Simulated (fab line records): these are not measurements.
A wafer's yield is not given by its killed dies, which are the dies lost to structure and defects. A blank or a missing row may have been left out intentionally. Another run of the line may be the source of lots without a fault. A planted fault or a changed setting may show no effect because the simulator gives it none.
Chamber matching / flow n5 finfet / 4 sister chambers for N5_SDB_CMP_30 on cmp-03
The step polishes, stops on poly-Si, t overpolish 1.54 s, target thk 30 nm. 8 wafers are shown with their chamber, then 7 later ones without.

WAFERS, EACH WITH ITS CHAMBER
wafer=L078.1; chamber=0; motor current A (A)=13.4; time to endpoint s (s)=20.0
wafer=L078.4; chamber=2; motor current A (A)=11.8; time to endpoint s (s)=20.0
wafer=L078.6; chamber=0; motor current A (A)=14.2; time to endpoint s (s)=19.3
wafer=L082.2; chamber=2; motor current A (A)=12.0; time to endpoint s (s)=15.1
wafer=L083.2; chamber=1; motor current A (A)=12.6; time to endpoint s (s)=15.3
wafer=L083.6; chamber=3; motor current A (A)=13.0; time to endpoint s (s)=17.5
wafer=L085.1; chamber=1; motor current A (A)=13.3; time to endpoint s (s)=15.5
wafer=L085.2; chamber=3; motor current A (A)=13.0; time to endpoint s (s)=15.0

WAFERS MISSING THEIR CHAMBER
wafer=L085.4; motor current A (A)=11.2; time to endpoint s (s)=15.1
wafer=L087.3; motor current A (A)=13.7; time to endpoint s (s)=16.3
wafer=L087.5; motor current A (A)=13.6; time to endpoint s (s)=14.8
wafer=L087.6; motor current A (A)=13.6; time to endpoint s (s)=15.1
wafer=L090.1; motor current A (A)=11.2; time to endpoint s (s)=14.9
wafer=L090.2; motor current A (A)=13.1; time to endpoint s (s)=15.6
wafer=L090.5; motor current A (A)=13.2; time to endpoint s (s)=19.8

WHICH CHAMBER EACH ONE RAN IN
wafer=L085.4; from the rows above=2; in truth=2
wafer=L087.3; from the rows above=can't be placed: 0 or 3 or 1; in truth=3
wafer=L087.5; from the rows above=can't be placed: 1 or 3 or 0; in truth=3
wafer=L087.6; from the rows above=can't be placed: 3 or 1 or 0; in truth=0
wafer=L090.1; from the rows above=2; in truth=2
wafer=L090.2; from the rows above=can't be placed: 1 or 3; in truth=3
wafer=L090.5; from the rows above=can't be placed: 0 or 3 or 1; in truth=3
Correctly placed: 2 of 7. Can't be placed from these rows: 5 (the true chamber is among the candidates in 5). Wrongly placed: 0.
How it was worked out, from the rows above alone: a wafer's distance from a chamber is the root of the sum, over the readings, of the square of ((its reading less the chamber's mean) divided by the reading's scatter). If the next closest chamber is less than 2 further off than the closest, the wafer can't be placed; otherwise it belongs to the closest. Each chamber's mean is taken over the wafers shown for it. The scatter: take each reading less its chamber's mean, square it, sum over the shown wafers, divide by the number of wafers less the number of chambers, and take the root.
